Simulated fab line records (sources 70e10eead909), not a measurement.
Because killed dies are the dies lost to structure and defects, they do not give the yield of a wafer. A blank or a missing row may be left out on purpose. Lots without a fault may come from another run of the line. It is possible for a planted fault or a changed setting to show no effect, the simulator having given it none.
Matching of chambers :: flow nand harc :: NHARC_P_GATE_DESCUM_13 on rie diel-12 has 4 sister chambers
The step chemistry O2, time 3 s. 22 wafers are shown with their chamber, then 11 later ones without.

WAFERS PAIRED WITH THEIR CHAMBERS
wafer: L078.1
chamber: 2
drypump motor current A (A): 5.7
oes product au (a.u.): 0.999
throttle valve pct (%): 11.316

wafer: L078.3
chamber: 1
drypump motor current A (A): 5.6
oes product au (a.u.): 1.003
throttle valve pct (%): 11.293

wafer: L078.4
chamber: 0
drypump motor current A (A): 5.0
oes product au (a.u.): 1.006
throttle valve pct (%): 11.318

wafer: L078.2
chamber: 3
drypump motor current A (A): 4.6
oes product au (a.u.): 1.012
throttle valve pct (%): 11.302

wafer: L078.5
chamber: 2
drypump motor current A (A): 5.7
oes product au (a.u.): 0.987
throttle valve pct (%): 11.310

wafer: L078.6
chamber: 1
drypump motor current A (A): 5.6
oes product au (a.u.): 1.021
throttle valve pct (%): 11.319

wafer: L079.1
chamber: 0
drypump motor current A (A): 5.0
oes product au (a.u.): 1.007
throttle valve pct (%): 11.319

wafer: L079.2
chamber: 2
drypump motor current A (A): 5.8
oes product au (a.u.): 1.001
throttle valve pct (%): 11.315

wafer: L079.3
chamber: 1
drypump motor current A (A): 5.7
oes product au (a.u.): 1.000
throttle valve pct (%): 11.308

wafer: L084.1
chamber: 1
drypump motor current A (A): 5.6
oes product au (a.u.): 1.020
throttle valve pct (%): 11.309

wafer: L084.2
chamber: 3
drypump motor current A (A): 4.6
oes product au (a.u.): 1.014
throttle valve pct (%): 11.289

wafer: L084.4
chamber: 0
drypump motor current A (A): 5.0
oes product au (a.u.): 1.012
throttle valve pct (%): 11.286

wafer: L084.3
chamber: 2
drypump motor current A (A): 5.8
oes product au (a.u.): 1.005
throttle valve pct (%): 11.305

wafer: L084.5
chamber: 2
drypump motor current A (A): 5.8
oes product au (a.u.): 1.003
throttle valve pct (%): 11.324

wafer: L084.6
chamber: 1
drypump motor current A (A): 5.6
oes product au (a.u.): 1.012
throttle valve pct (%): 11.300

wafer: L087.3
chamber: 0
drypump motor current A (A): 5.0
oes product au (a.u.): 1.012
throttle valve pct (%): 11.309

wafer: L087.5
chamber: 1
drypump motor current A (A): 5.6
oes product au (a.u.): 1.011
throttle valve pct (%): 11.312

wafer: L087.6
chamber: 0
drypump motor current A (A): 5.0
oes product au (a.u.): 1.005
throttle valve pct (%): 11.299

wafer: L090.2
chamber: 1
drypump motor current A (A): 5.6
oes product au (a.u.): 1.010
throttle valve pct (%): 11.305

wafer: L090.3
chamber: 2
drypump motor current A (A): 5.8
oes product au (a.u.): 0.997
throttle valve pct (%): 11.331

wafer: L090.6
chamber: 1
drypump motor current A (A): 5.6
oes product au (a.u.): 1.016
throttle valve pct (%): 11.328

wafer: L091.3
chamber: 1
drypump motor current A (A): 5.6
oes product au (a.u.): 1.004
throttle valve pct (%): 11.302

SIGNATURES (means of the wafers above)
reading: drypump motor current A
chamber 0: 5.000
chamber 1: 5.611
chamber 2: 5.767
chamber 3: 4.600
scatter within a chamber: 0.0351

reading: oes product au
chamber 0: 1.00840
chamber 1: 1.01078
chamber 2: 0.99867
chamber 3: 1.01300
scatter within a chamber: 0.0062

reading: throttle valve pct
chamber 0: 11.30620
chamber 1: 11.30844
chamber 2: 11.31683
chamber 3: 11.29550
scatter within a chamber: 0.011
Rule: a wafer lies at a distance from a chamber equal to the root of the sum of squares, over the readings, of (its reading less the chamber's mean, divided by the reading's scatter). The wafer belongs to the nearest chamber; if the next one is less than 2 further off, it can't be placed. The scatter: take each reading less its chamber's mean, square it, sum over the shown wafers, divide by the number of wafers less the number of chambers, and take the root.

WAFERS WITHOUT THEIR CHAMBER
wafer: L091.4
drypump motor current A (A): 5.8
oes product au (a.u.): 0.984
throttle valve pct (%): 11.298

wafer: L091.5
drypump motor current A (A): 4.6
oes product au (a.u.): 1.019
throttle valve pct (%): 11.327

wafer: L093.1
drypump motor current A (A): 5.8
oes product au (a.u.): 0.993
throttle valve pct (%): 11.315

wafer: L093.5
drypump motor current A (A): 5.6
oes product au (a.u.): 1.006
throttle valve pct (%): 11.330

wafer: L093.6
drypump motor current A (A): 5.8
oes product au (a.u.): 1.001
throttle valve pct (%): 11.302

wafer: L092.3
drypump motor current A (A): 5.7
oes product au (a.u.): 0.979
throttle valve pct (%): 11.288

wafer: L092.4
drypump motor current A (A): 4.6
oes product au (a.u.): 1.015
throttle valve pct (%): 11.317

wafer: L092.6
drypump motor current A (A): 5.7
oes product au (a.u.): 0.990
throttle valve pct (%): 11.311

wafer: L092.1
drypump motor current A (A): 5.0
oes product au (a.u.): 1.009
throttle valve pct (%): 11.300

wafer: L092.2
drypump motor current A (A): 5.7
oes product au (a.u.): 0.990
throttle valve pct (%): 11.322

wafer: L092.5
drypump motor current A (A): 4.6
oes product au (a.u.): 1.004
throttle valve pct (%): 11.301

CHAMBER TAKEN BY EACH
wafer: L091.4
from the rows above: 2
in truth: 2

wafer: L091.5
from the rows above: 3
in truth: 3

wafer: L093.1
from the rows above: 2
in truth: 2

wafer: L093.5
from the rows above: 1
in truth: 1

wafer: L093.6
from the rows above: 2
in truth: 2

wafer: L092.3
from the rows above: can't be placed: 2 or 1
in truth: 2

wafer: L092.4
from the rows above: 3
in truth: 3

wafer: L092.6
from the rows above: can't be placed: 2 or 1
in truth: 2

wafer: L092.1
from the rows above: 0
in truth: 0

wafer: L092.2
from the rows above: can't be placed: 2 or 1
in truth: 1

wafer: L092.5
from the rows above: 3
in truth: 3
Correct placement for 8 of the 11. Not placeable from these rows: 3 (in 3, the candidates include the true chamber). Wrongly placed: 0.
